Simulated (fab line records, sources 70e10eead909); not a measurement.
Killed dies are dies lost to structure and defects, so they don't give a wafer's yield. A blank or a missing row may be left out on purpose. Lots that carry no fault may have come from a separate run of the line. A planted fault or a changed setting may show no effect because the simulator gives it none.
Matching of chambers + flow nand harc + NHARC_A_BONDPAD_DESCUM_11 on rie diel-04 has 4 sister chambers
The step chemistry O2, time 3 s. 4 wafers are shown with their chamber, then 7 later ones without.

EACH WAFER AND ITS CHAMBER
| wafer  | chamber | drypump motor current A (A) |
|--------|---------|-----------------------------|
| L940.1 | 3       | 5.9                         |
| L944.2 | 0       | 6.3                         |
| L943.2 | 1       | 5.6                         |
| L943.3 | 2       | 5.5                         |

WAFERS WITHOUT THEIR CHAMBER
| wafer  | drypump motor current A (A) |
|--------|-----------------------------|
| L943.4 | 5.9                         |
| L945.2 | 5.6                         |
| L945.3 | 5.5                         |
| L945.6 | 6.0                         |
| L957.1 | 5.6                         |
| L957.2 | 5.4                         |
| L957.6 | 5.4                         |

WHICH CHAMBER EACH ONE RAN IN
| wafer  | from the rows above     | in truth |
|--------|-------------------------|----------|
| L943.4 | 3                       | 3        |
| L945.2 | can't be placed: 1 or 2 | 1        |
| L945.3 | can't be placed: 2 or 1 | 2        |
| L945.6 | 3                       | 3        |
| L957.1 | can't be placed: 1 or 2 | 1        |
| L957.2 | can't be placed: 2 or 1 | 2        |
| L957.6 | can't be placed: 2 or 1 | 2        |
Correctly placed: 2 of 7. From these rows, 5 cannot be placed; in 5 the true chamber is one of the candidates. Wrongly placed: 0.
How it was worked out, from the rows above alone: a wafer's distance from a chamber is the root of the sum, over the readings, of the square of ((its reading less the chamber's mean) divided by the reading's scatter). The wafer belongs to the nearest chamber; if the next one is less than 2 further off, it can't be placed. For every chamber, the mean is computed from those of its wafers that are shown. The scatter (one wafer shown for each chamber): square how far every hidden wafer sits from the nearest shown wafer, average those squares and take the square root.
